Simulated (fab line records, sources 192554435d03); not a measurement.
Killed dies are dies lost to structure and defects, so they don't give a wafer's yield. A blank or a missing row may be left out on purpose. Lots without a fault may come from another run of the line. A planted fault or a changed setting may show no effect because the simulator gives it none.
Chamber matching | flow n5_finfet | N5_BEOL_M7_ALD_77 on ald_metal-04: 4 sister chambers
The step deposits TaN, target thk 2 nm, pulse time 2 s, purge time 3 s. 18 wafers are shown with their chamber, then 9 later ones without.

WAFERS WITH THEIR CHAMBER
wafer  | chamber | heater_power_w (W)
L081.1 | 1       | 445
L081.3 | 2       | 367
L081.4 | 0       | 514
L083.1 | 0       | 531
L083.5 | 3       | 489
L083.6 | 2       | 366
L084.3 | 3       | 489
L084.5 | 0       | 527
L084.6 | 3       | 490
L085.3 | 3       | 509
L085.4 | 0       | 525
L085.6 | 3       | 499
L087.3 | 3       | 486
L087.4 | 0       | 531
L087.6 | 2       | 370
L090.2 | 3       | 496
L090.4 | 3       | 512
L090.5 | 0       | 517

SIGNATURES (means of the wafers above)
reading        | chamber 0 | chamber 1 | chamber 2 | chamber 3 | scatter within a chamber
heater_power_w | 524.17    | 445.00    | 367.67    | 496.25    | 8.16
Rule: a wafer's distance from a chamber is the root of the sum, over the readings, of the square of ((its reading less the chamber's mean) divided by the reading's scatter). The wafer belongs to the nearest chamber; if the next one is less than 2 further off, it can't be placed. The scatter: the root of (the sum of the squares of (reading less its chamber's mean) over the shown wafers, divided by (wafers less chambers)).

WAFERS WITHOUT THEIR CHAMBER
wafer  | heater_power_w (W)
L091.1 | 512
L091.3 | 499
L091.4 | 489
L094.1 | 431
L094.2 | 527
L094.6 | 373
L095.1 | 364
L095.4 | 524
L095.6 | 528

WHICH CHAMBER EACH WENT THROUGH
wafer  | from the rows above     | in truth
L091.1 | can't be placed: 0 or 3 | 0
L091.3 | 3                       | 3
L091.4 | 3                       | 3
L094.1 | 1                       | 1
L094.2 | 0                       | 0
L094.6 | 2                       | 2
L095.1 | 2                       | 2
L095.4 | 0                       | 0
L095.6 | 0                       | 0
Placed correctly: 8 of 9. Can't be placed from these rows: 1 (the true chamber is among the candidates in 1). Placed wrongly: 0.
